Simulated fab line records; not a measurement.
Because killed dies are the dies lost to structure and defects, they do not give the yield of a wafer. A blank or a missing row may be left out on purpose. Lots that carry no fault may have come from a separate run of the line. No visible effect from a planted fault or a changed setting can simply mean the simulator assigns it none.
fab line records    flow n5Finfet    part 1 of 2: steps 1 to 18 of 27
record: lots: 5  wafers: 15  lastDay: 17
route steps=1938 shown BEOL_M5@1153
lots untouched by any fault: they come from a run of this same line in which no faults occurred
startH: start of the lot's first displayed wafer, in hours after the record's first day    waitH: hours from the lot's prior step to this one    " unchanged from the row above    L1.1+2: a single row standing in for several wafers    - no value, or no start given    * or withheld: withheld    < > ~ a bound
route shown NAME@n: names a module that has steps shown in the file, with the first one's number in the route    usual: mean and standard deviation over wafers with no fault    same: alike in all rows    chamber/n: place in a boat    sites: per-site readings    _std_site: how widely they spread, as a standard deviation    _edge_site: outer sites' mean less inner sites'    radiusMm: for every site, how far away it sits from the centre of the wafer    mask NAME#n: copy n    behind: the most recent tool/chamber to have shaped the wafer    hold: the reason the lot was held/the length of the hold in hours/how it ended    device: which transistor (n, p or np) failed to switch    end of line: tests run on the same wafers once the route is complete    step lacking rows: just its recipe    killed: count of dies lost to structure and defects at first sort (not the wafer's yield)    map: the dies of a wafer, with x for killed, . for not killed, _ for no die there
set.NAME: the setting the step ran with; set.NAME@STEP: the setting that earlier step ran with    model.NAME: the simulator's own value behind a step, which no gauge read
lots at some steps of the route; a table a step, a row a wafer
services: from which hour (startH, from the record's first day; less than 0 if before it) a tool's chamber was out of use, for how many hours, and why
== steps ==
step: N5_BEOL_M5_ETCH_67
recipe: chemistry: CF4  target: SiARC  targetDepthA: 156  maskMaterial: CAR-EUV  timeS: 26  ionEnergyEv: 80  pressureMtorr: 40  sourceW: 545  biasW: 36  Ar_flow_sccm: 100  cf4FlowSccm: 100  ends: cleared
usual: drypumpMotorCurrentA: 5.8/0.52  etchRfOnTimeS: 26.1/0.57  oesProductAu: 0.68/0.073  rfVppV: 184.4/1.2  showerheadPlenumPTorr: 2.17/0.064  throttleValvePct: 15.6/0.33
lot.wafer  tool        chamber  startH  waitH  drypumpMotorCurrentA  etchRfOnTimeS  oesProductAu  rfHoursCounterH  rfVppV  showerheadPlenumPTorr  throttleValvePct
L081.2     rieDiel-02  3        216.98  0.0    6.6                   25.6           0.77          40               185.6   2.26                   15.4
L081.4     "           2        "       "      6.6                   25.8           0.75          34               183.7   2.19                   15.1
L081.5     "           1        "       "      5.4                   25.2           0.72          -                183.5   2.16                   15.2
L083.1     rieDiel-02  1        226.01  0.0    5.4                   25.3           0.72          77               184.5   2.16                   15.3
L083.2     "           2        "       "      6.6                   25.9           0.75          36               184.2   2.19                   15.1
L083.6     "           2        "       "      6.7                   25.6           0.76          -                184.9   2.19                   15.1
L087.1     rieDiel-04  0        255.81  0.0    5.6                   26.2           0.60          206              185.0   2.12                   16.0
L087.3     "           3        "       "      5.7                   24.3           0.83          17               185.1   2.18                   15.0
L087.5     "           1        "       "      6.3                   26.6           0.61          -                186.2   2.21                   15.4
L089.1     rieDiel-03  3        261.80  0.0    5.6                   26.0           0.73          58               186.0   2.26                   15.3
L089.3     "           0        "       "      5.9                   26.5           0.63          185              183.6   2.13                   15.7
L089.5     "           0        "       "      5.9                   26.8           0.62          -                183.9   2.13                   15.7
L093.2     rieDiel-04  2        294.02  0.0    5.7                   26.3           0.60          189              185.2   2.21                   16.0
L093.5     "           2        "       "      5.7                   26.1           0.60          -                186.0   2.21                   16.0
L093.6     "           3        "       "      5.8                   24.8           0.81          -                184.8   2.18                   15.0
step: N5_BEOL_M5_ETCH_68
recipe: chemistry: N2/H2  target: SOC  targetDepthA: 800  overetchA: 160  maskMaterial: SiARC  tempC: 40  timeS: 120  ionEnergyEv: 200  pressureMtorr: 30  sourceW: 840  biasW: 150  n2FlowSccm: 200  h2FlowSccm: 200
usual: drypumpMotorCurrentA: 5.9/0.52  oesProductAu: 0.61/0.059  rfVppV: 524.8/2.3  showerheadPlenumPTorr: 2.58/0.084  tempC: 40.01/0.11  throttleValvePct: 17.76/0.26
same: timeS: 120
lot.wafer  tool        chamber  startH  waitH  drypumpMotorCurrentA  oesProductAu  rfHoursCounterH  rfVppV  showerheadPlenumPTorr  tempC  throttleValvePct
L081.2     rieDiel-02  3        217.01  0.0    6.6                   0.68          40               528.3   2.71                   39.92  17.69
L081.4     "           2        "       "      6.6                   0.67          34               526.3   2.61                   39.81  17.51
L081.5     "           1        "       "      5.4                   0.63          -                525.5   2.57                   40.02  17.48
L083.1     rieDiel-02  1        226.03  0.0    5.4                   0.63          77               524.9   2.57                   39.85  17.47
L083.2     "           2        "       "      6.6                   0.67          37               524.8   2.60                   39.84  17.51
L083.6     "           2        "       "      6.6                   0.67          -                524.9   2.60                   39.93  17.53
L087.1     rieDiel-04  0        255.84  0.0    5.6                   0.54          206              523.0   2.50                   40.12  18.06
L087.3     "           3        "       "      5.7                   0.72          17               526.6   2.62                   40.06  17.30
L087.5     "           1        "       "      6.3                   0.55          -                527.0   2.63                   40.00  17.57
L089.1     rieDiel-03  3        261.83  0.0    5.6                   0.66          58               528.2   2.69                   39.90  17.58
L089.3     "           0        "       "      5.9                   0.57          185              523.9   2.53                   40.11  17.91
L089.5     "           0        "       "      5.9                   0.57          -                523.8   2.53                   39.90  17.93
L093.2     rieDiel-04  2        294.04  0.0    5.7                   0.54          189              527.1   2.62                   39.93  18.09
L093.5     "           2        "       "      5.7                   0.54          -                527.4   2.62                   39.98  18.08
L093.6     "           3        "       "      5.7                   0.71          -                524.3   2.61                   40.21  17.34
step: N5_BEOL_M5_STRIP_69
recipe: chemistry: N2/H2  tempC: 40  n2FlowSccm: 200  h2FlowSccm: 200  rfFrequencyHz: 6e+07
lot.wafer   tool        chamber  startH  waitH
L081.2+4+5  rieDiel-02  3,2,1    217.09  0.0
L083.1+2+6  rieDiel-02  1,2,2    226.12  0.0
L087.1+3+5  rieDiel-04  0,3,1    255.92  0.0
L089.1+3+5  rieDiel-03  3,0,0    261.91  0.0
L093.2+5+6  rieDiel-04  2,2,3    294.13  0.0
step: N5_BEOL_M5_STRIP_76
recipe: chemistry: N2/H2  tempC: 40  n2FlowSccm: 200  h2FlowSccm: 200  rfFrequencyHz: 6e+07
lot.wafer   tool        chamber  startH  waitH
L081.2+4+5  rieDiel-02  3,2,1    217.10  0.0
L083.1+2+6  rieDiel-02  1,2,2    226.13  0.0
L087.1+3+5  rieDiel-04  0,3,1    255.93  0.0
L089.1+3+5  rieDiel-03  3,0,0    261.92  0.0
L093.2+5+6  rieDiel-04  2,2,3    294.14  0.0
step: N5_BEOL_M5_VIA_ETCH_34
recipe: chemistry: C4F6/O2  target: SiCOH_lowk  targetDepthA: 883  maskMaterial: SOC  taperDeg: 4  timeS: 39.2  ionEnergyEv: 250  pressureMtorr: 30  sourceW: 345  biasW: 185  Ar_flow_sccm: 300  C4F6_flow_sccm: 10  O2_flow_sccm: 10
usual: drypumpMotorCurrentA: 5.8/0.52  oesProductAu: 0.79/0.084  rfVppV: 665/14  showerheadPlenumPTorr: 2.88/0.086  throttleValvePct: 20.8/0.36
same: timeS: 39.2
lot.wafer  tool        chamber  startH  waitH  drypumpMotorCurrentA  oesProductAu  rfHoursCounterH  rfVppV  showerheadPlenumPTorr  throttleValvePct
L081.2     rieDiel-02  3        217.11  0.0    6.6                   0.90          40               675     3.01                   20.8
L081.4     "           2        "       "      6.6                   0.88          34               681     2.90                   20.3
L081.5     "           1        "       "      5.4                   0.83          -                659     2.87                   20.5
L083.1     rieDiel-02  1        226.14  0.0    5.4                   0.83          77               661     2.87                   20.5
L083.2     "           2        "       "      6.6                   0.88          37               684     2.90                   20.4
L083.6     "           2        "       "      6.6                   0.88          -                681     2.90                   20.4
L087.1     rieDiel-04  0        255.94  0.0    5.6                   0.70          206              671     2.84                   21.4
L087.3     "           3        "       "      5.7                   0.97          17               661     2.88                   20.2
L087.5     "           1        "       "      6.3                   0.72          -                682     2.93                   20.6
L089.1     rieDiel-03  3        261.93  0.0    5.7                   0.86          58               645     3.01                   20.7
L089.3     "           0        "       "      5.9                   0.74          185              661     2.84                   21.0
L089.5     "           0        "       "      5.9                   0.74          -                661     2.84                   21.0
L093.2     rieDiel-04  2        294.15  0.0    5.7                   0.70          189              683     2.95                   21.3
L093.5     "           2        "       "      5.7                   0.70          -                684     2.95                   21.3
L093.6     "           3        "       "      5.7                   0.94          -                661     2.88                   20.2
step: N5_BEOL_M5_STRIP_85
recipe: chemistry: C4F6/O2  resist: SiARC  rfFrequencyHz: 6e+07
lot.wafer   tool        chamber  startH  waitH
L081.2+4+5  rieDiel-02  3,2,1    217.14  0.0
L083.1+2+6  rieDiel-02  1,2,2    226.17  0.0
L087.1+3+5  rieDiel-04  0,3,1    255.98  0.0
L089.1+3+5  rieDiel-03  3,0,0    261.97  0.0
L093.2+5+6  rieDiel-04  2,2,3    294.18  0.0
step: N5_BEOL_M5_STRIP_36
recipe: chemistry: N2/H2  powerW: 450  tempC: 40  pressureMtorr: 20  rfFrequencyHz: 6e+07  overashFraction: 0.3  biasPowerW: 7  h2Frac: 0.5  n2FlowSccm: 200  h2FlowSccm: 200
usual: biasPowerW: 7.001/0.02  drypumpMotorCurrentA: 5.9/0.52  oesProductAu: 0.79/0.083  rfVppV: 59.3/1.5  showerheadPlenumPTorr: 2.57/0.085  tempC: 39.99/0.11  throttleValvePct: 23.58/0.24
lot.wafer  tool        chamber  startH  waitH  biasPowerW  drypumpMotorCurrentA  oesProductAu  rfHoursCounterH  rfVppV  showerheadPlenumPTorr  tempC  throttleValvePct
L081.2     rieDiel-02  3        217.15  0.0    6.991       6.6                   0.88          40               57.8    2.70                   39.89  23.46
L081.4     "           2        "       "      6.984       6.6                   0.89          34               58.1    2.60                   40.02  23.56
L081.5     "           1        "       "      7.034       5.4                   0.82          -                61.2    2.57                   39.88  23.30
L083.1     rieDiel-02  1        226.18  0.0    7.014       5.4                   0.83          77               60.0    2.57                   39.97  23.31
L083.2     "           2        "       "      7.023       6.6                   0.88          37               57.5    2.60                   39.86  23.56
L083.6     "           2        "       "      7.017       6.6                   0.88          -                61.7    2.60                   39.91  23.53
L087.1     rieDiel-04  0        255.99  0.0    7.019       5.6                   0.71          206              59.5    2.49                   39.95  23.76
L087.3     "           3        "       "      7.046       5.7                   0.97          17               60.5    2.61                   39.94  23.15
L087.5     "           1        "       "      6.985       6.3                   0.72          -                58.9    2.62                   39.97  23.26
L089.1     rieDiel-03  3        261.98  0.0    6.986       5.7                   0.84          58               56.5    2.68                   39.99  23.47
L089.3     "           0        "       "      7.000       5.9                   0.74          185              58.5    2.53                   40.09  23.74
L089.5     "           0        "       "      7.023       5.9                   0.74          -                57.3    2.53                   40.06  23.70
L093.2     rieDiel-04  2        294.19  0.0    7.036       5.7                   0.69          189              59.3    2.61                   40.07  23.77
L093.5     "           2        "       "      7.013       5.7                   0.69          -                58.3    2.61                   39.90  23.80
L093.6     "           3        "       "      7.014       5.7                   0.94          -                60.2    2.61                   40.08  23.20
step: N5_BEOL_M5_TRENCH_ETCH_37
recipe: chemistry: C4F6/O2  targetDepthA: 716.52  target: SiCOH_lowk  timeS: 24.7  ionEnergyEv: 250  pressureMtorr: 30  sourceW: 345  biasW: 185  Ar_flow_sccm: 300  C4F6_flow_sccm: 10  O2_flow_sccm: 10
usual: drypumpMotorCurrentA: 5.9/0.52  oesProductAu: 0.79/0.083  rfVppV: 665/14  showerheadPlenumPTorr: 2.88/0.086  throttleValvePct: 20.9/0.36
same: timeS: 24.7
lot.wafer  tool        chamber  startH  waitH  drypumpMotorCurrentA  oesProductAu  rfHoursCounterH  rfVppV  showerheadPlenumPTorr  throttleValvePct
L081.2     rieDiel-02  3        -       -      6.5                   0.88          40               674     3.01                   20.8
L081.4     "           2        "       "      6.6                   0.88          34               681     2.90                   20.4
L081.5     "           1        "       "      5.4                   0.83          -                661     2.87                   20.5
L083.1     rieDiel-02  1        -       -      5.4                   0.83          77               660     2.87                   20.5
L083.2     "           2        "       "      6.6                   0.88          37               680     2.90                   20.4
L083.6     "           2        "       "      6.6                   0.88          -                680     2.90                   20.4
L087.1     rieDiel-04  0        -       -      5.6                   0.71          206              671     2.84                   21.4
L087.3     "           3        "       "      5.8                   0.97          17               662     2.88                   20.2
L087.5     "           1        "       "      6.3                   0.72          -                683     2.93                   20.6
L089.1     rieDiel-03  3        -       -      5.6                   0.85          58               644     3.01                   20.7
L089.3     "           0        "       "      5.9                   0.75          185              662     2.84                   21.0
L089.5     "           0        "       "      5.9                   0.74          -                662     2.84                   21.0
L093.2     rieDiel-04  2        -       -      5.7                   0.70          189              683     2.95                   21.4
L093.5     "           2        "       "      5.7                   0.70          -                683     2.95                   21.4
L093.6     "           3        "       "      5.7                   0.93          -                660     2.88                   20.2
step: N5_BEOL_M5_ETCH_41
recipe: chemistry: CH3F/O2  target: SiCN  targetDepthA: 315  taperDeg: 2  timeS: 56.7  ionEnergyEv: 120  maskMaterial: TiN  pressureMtorr: 30  sourceW: 395  biasW: 75  Ar_flow_sccm: 150  CH3F_flow_sccm: 30  O2_flow_sccm: 20
usual: drypumpMotorCurrentA: 5.8/0.52  oesProductAu: 0.79/0.084  rfVppV: 297.9/1.5  showerheadPlenumPTorr: 2.03/0.063  throttleValvePct: 16.3/0.35
same: timeS: 56.7
lot.wafer  tool        chamber  startH  waitH  drypumpMotorCurrentA  oesProductAu  rfHoursCounterH  rfVppV  showerheadPlenumPTorr  throttleValvePct
L081.2     rieDiel-02  3        -       -      6.6                   0.90          40               299.1   2.12                   16.2
L081.4     "           2        "       "      6.6                   0.89          34               298.5   2.04                   15.7
L081.5     "           1        "       "      5.4                   0.83          -                297.3   2.02                   16.0
L083.1     rieDiel-02  1        -       -      5.4                   0.83          77               297.4   2.02                   16.0
L083.2     "           2        "       "      6.6                   0.89          37               299.1   2.04                   15.8
L083.6     "           2        "       "      6.6                   0.88          -                298.4   2.04                   15.8
L087.1     rieDiel-04  0        -       -      5.6                   0.71          206              297.3   1.99                   16.8
L087.3     "           3        "       "      5.7                   0.97          17               297.6   2.03                   15.6
L087.5     "           1        "       "      6.3                   0.73          -                298.4   2.06                   16.1
L089.1     rieDiel-03  3        -       -      5.7                   0.84          58               301.0   2.12                   16.1
L089.3     "           0        "       "      5.9                   0.73          185              297.2   1.99                   16.4
L089.5     "           0        "       "      5.9                   0.74          -                297.2   1.99                   16.4
L093.2     rieDiel-04  2        -       -      5.7                   0.70          189              298.7   2.08                   16.7
L093.5     "           2        "       "      5.7                   0.71          -                299.3   2.08                   16.7
L093.6     "           3        "       "      5.7                   0.93          -                299.0   2.03                   15.7
step: N5_BEOL_M5_STRIP_91
recipe: chemistry: N2/H2  timeS: 10  powerW: 450  tempC: 40  pressureMtorr: 20  rfFrequencyHz: 6e+07  biasPowerW: 7  n2FlowSccm: 200  h2FlowSccm: 200
usual: biasPowerW: 6.999/0.023  drypumpMotorCurrentA: 5.9/0.52  oesProductAu: 0.79/0.082  rfVppV: 59.2/0.86  showerheadPlenumPTorr: 2.57/0.085  tempC: 39.99/0.1  throttleValvePct: 23.58/0.24
same: timeS: 10
lot.wafer  tool        chamber  startH  waitH  biasPowerW  drypumpMotorCurrentA  oesProductAu  rfHoursCounterH  rfVppV  showerheadPlenumPTorr  tempC  throttleValvePct
L081.2     rieDiel-02  3        -       -      7.029       6.6                   0.89          40               59.8    2.70                   39.89  23.49
L081.4     "           2        "       "      6.990       6.6                   0.88          34               59.0    2.60                   40.13  23.56
L081.5     "           1        "       "      6.954       5.4                   0.84          -                59.1    2.57                   40.14  23.30
L083.1     rieDiel-02  1        -       -      7.028       5.4                   0.84          77               59.3    2.57                   39.97  23.32
L083.2     "           2        "       "      7.000       6.6                   0.88          37               60.5    2.60                   39.96  23.57
L083.6     "           2        "       "      7.021       6.6                   0.89          -                59.8    2.60                   39.81  23.56
L087.1     rieDiel-04  0        -       -      6.995       5.6                   0.70          206              58.1    2.49                   40.02  23.78
L087.3     "           3        "       "      7.031       5.8                   0.96          17               60.2    2.61                   40.01  23.17
L087.5     "           1        "       "      6.975       6.3                   0.71          -                58.7    2.62                   39.89  23.26
L089.1     rieDiel-03  3        -       -      7.016       5.6                   0.84          58               60.5    2.68                   40.05  23.51
L089.3     "           0        "       "      6.977       5.9                   0.75          185              59.1    2.53                   40.10  23.73
L089.5     "           0        "       "      6.966       5.9                   0.74          -                59.3    2.53                   40.17  23.71
L093.2     rieDiel-04  2        -       -      7.009       5.7                   0.69          189              60.5    2.61                   39.93  23.78
L093.5     "           2        "       "      7.002       5.7                   0.69          -                59.2    2.61                   40.00  23.79
L093.6     "           3        "       "      6.967       5.7                   0.92          -                58.5    2.61                   39.92  23.16
step: N5_BEOL_M5_OCD_MEAS_38
usual: trenchDepthNm: 71.4/1.3
lot.wafer  tool    chamber  startH  waitH  trenchDepthNm
L081.2     ocd-02  -        217.35  -      71.7
L081.4     "       -        "       "      71.3
L081.5     "       -        "       "      72.7
L083.1     ocd-01  -        226.37  -      72.9
L083.2     "       -        "       "      72.6
L083.6     "       -        "       "      72.8
L087.1     ocd-02  -        256.18  -      70.9
L087.3     "       -        "       "      74.9
L087.5     "       -        "       "      71.3
L089.1     ocd-02  -        262.17  -      71.5
L089.3     "       -        "       "      70.6
L089.5     "       -        "       "      71.9
L093.2     ocd-01  -        294.39  -      71.3
L093.5     "       -        "       "      70.1
L093.6     "       -        "       "      73.9
step: N5_BEOL_M5_HM_STRIP_39
recipe: chemistry: peroxideTinStrip  material: TiN  targetDepthA: 250  tempC: 50  timeS: 158
usual: tempC: 50.01/0.13
same: timeS: 158
lot.wafer  tool         chamber  startH  waitH  tempC
L081.2     wetBench-02  6        217.38  0.0    49.72
L081.4     "            2        "       "      49.81
L081.5     "            3        "       "      50.26
L083.1     wetBench-05  1        226.41  0.0    49.85
L083.2     "            6        "       "      49.87
L083.6     "            4        "       "      49.90
L087.1     wetBench-03  2        256.21  0.0    49.89
L087.3     "            6        "       "      50.08
L087.5     "            5        "       "      50.08
L089.1     wetBench-02  3        262.20  0.0    49.90
L089.3     "            6        "       "      49.97
L089.5     "            1        "       "      50.00
L093.2     wetBench-03  6        294.42  0.0    50.05
L093.5     "            7        "       "      49.90
L093.6     "            3        "       "      50.04
step: N5_BEOL_M5_SRD_40
recipe: timeS: 30  tempC: 23  rinseLiquid: diw  dry: ipaMarangoni
usual: tempC: 23.02/0.13
same: timeS: 30
lot.wafer  tool         chamber  startH  waitH  tempC
L081.2     wetBench-02  6        217.43  0.0    22.84
L081.4     "            2        "       "      23.22
L081.5     "            3        "       "      23.15
L083.1     wetBench-05  1        226.45  0.0    22.90
L083.2     "            6        "       "      22.94
L083.6     "            4        "       "      23.15
L087.1     wetBench-03  2        256.26  0.0    22.93
L087.3     "            6        "       "      22.85
L087.5     "            5        "       "      23.06
L089.1     wetBench-02  3        262.25  0.0    22.85
L089.3     "            6        "       "      23.13
L089.5     "            1        "       "      23.03
L093.2     wetBench-03  6        294.46  0.0    23.03
L093.5     "            7        "       "      22.91
L093.6     "            3        "       "      22.97
step: N5_BEOL_M5_PRECLEAN_42
recipe: chemistry: residueRemover  timeS: 60  tempC: 40
usual: tempC: 40.00/0.11
same: timeS: 60
lot.wafer  tool         chamber  startH  waitH  tempC
L081.2     wetBench-02  6        217.44  0.0    40.00
L081.4     "            2        "       "      39.98
L081.5     "            3        "       "      39.99
L083.1     wetBench-05  1        226.47  0.0    39.98
L083.2     "            6        "       "      40.07
L083.6     "            4        "       "      40.03
L087.1     wetBench-03  2        256.28  0.0    40.06
L087.3     "            6        "       "      39.79
L087.5     "            5        "       "      40.05
L089.1     wetBench-02  3        262.27  0.0    39.92
L089.3     "            6        "       "      39.89
L089.5     "            1        "       "      39.91
L093.2     wetBench-03  6        294.48  0.0    40.01
L093.5     "            7        "       "      39.89
L093.6     "            3        "       "      39.89
step: N5_BEOL_M5_SRD_43
recipe: timeS: 30  tempC: 23  rinseLiquid: diw  dry: ipaMarangoni
usual: tempC: 23.03/0.11
same: timeS: 30
lot.wafer  tool         chamber  startH  waitH  tempC
L081.2     wetBench-02  6        217.46  0.0    22.95
L081.4     "            2        "       "      23.08
L081.5     "            3        "       "      23.13
L083.1     wetBench-05  1        226.49  0.0    22.85
L083.2     "            6        "       "      23.11
L083.6     "            4        "       "      22.89
L087.1     wetBench-03  2        256.29  0.0    23.12
L087.3     "            6        "       "      22.97
L087.5     "            5        "       "      23.21
L089.1     wetBench-02  3        262.28  0.0    23.06
L089.3     "            6        "       "      23.03
L089.5     "            1        "       "      22.90
L093.2     wetBench-03  6        294.50  0.0    23.04
L093.5     "            7        "       "      23.16
L093.6     "            3        "       "      23.00
step: N5_BEOL_M5_CD_MEAS_35
recipe: targetCdNm: 28  targetCdYNm: 24  polarity: opening
usual: cdNm: 27.9/0.36
lot.wafer  tool      chamber  startH  waitH  cdNm
L081.2     cdSem-01  -        217.50  0.0    27.7
L081.4     "         -        "       "      27.4
L081.5     "         -        "       "      28.0
L083.1     cdSem-03  -        226.53  0.0    27.7
L083.2     "         -        "       "      28.2
L083.6     "         -        "       "      28.1
L087.1     cdSem-01  -        256.33  0.0    27.3
L087.3     "         -        "       "      28.1
L087.5     "         -        "       "      27.7
L089.1     cdSem-01  -        262.32  0.0    28.2
L089.3     "         -        "       "      27.5
L089.5     "         -        "       "      28.2
L093.2     cdSem-03  -        294.54  0.0    27.5
L093.5     "         -        "       "      27.5
L093.6     "         -        "       "      27.6
step: N5_BEOL_M5_CURE_80
recipe: tempC: 370  timeS: 120  ambient: DMADMS/He  material: SiCOH_lowk
usual: lampPowerPct: 52.32/0.052  wafer_temp_C_max: 371.9/0.93
same: timeS: 120
lot.wafer  tool       chamber  startH  waitH  lampPowerPct  wafer_temp_C_max
L081.2     uvCure-01  2        217.59  0.1    52.50         371.1
L081.4     "          2        "       "      52.26         370.6
L081.5     "          2        "       "      52.37         371.1
L083.1     uvCure-01  2        226.57  0.0    52.38         371.1
L083.2     "          2        "       "      52.39         371.3
L083.6     "          2        "       "      52.35         371.3
L087.1     uvCure-03  2        256.56  0.2    52.27         372.6
L087.3     "          2        "       "      52.29         372.3
L087.5     "          2        "       "      52.32         373.0
L089.1     uvCure-01  2        262.37  0.0    52.36         371.3
L089.3     "          2        "       "      52.30         371.4
L089.5     "          2        "       "      52.36         371.0
L093.2     uvCure-03  0        294.64  0.1    52.36         371.4
L093.5     "          0        "       "      52.28         371.2
L093.6     "          0        "       "      52.38         371.1
step: N5_BEOL_M5_DEGAS_44
recipe: ambient: vacuum  tempC: 250  timeS: 60
usual: heaterPowerW: 317/29
same: timeS: 60
lot.wafer  tool           chamber  startH  waitH  heaterPowerW
L081.2     pvdSputter-03  -        217.93  0.3    344
L081.4     "              -        "       "      331
L081.5     "              -        "       "      311
L083.1     pvdSputter-01  -        227.98  1.4    322
L083.2     "              -        "       "      324
L083.6     "              -        "       "      342
L087.1     pvdSputter-02  -        256.92  0.3    401
L087.3     "              -        "       "      313
L087.5     "              -        "       "      258
L089.1     pvdSputter-03  -        262.87  0.5    331
L089.3     "              -        "       "      339
L089.5     "              -        "       "      308
L093.2     pvdSputter-03  -        294.99  0.3    299
L093.5     "              -        "       "      330
L093.6     "              -        "       "      306
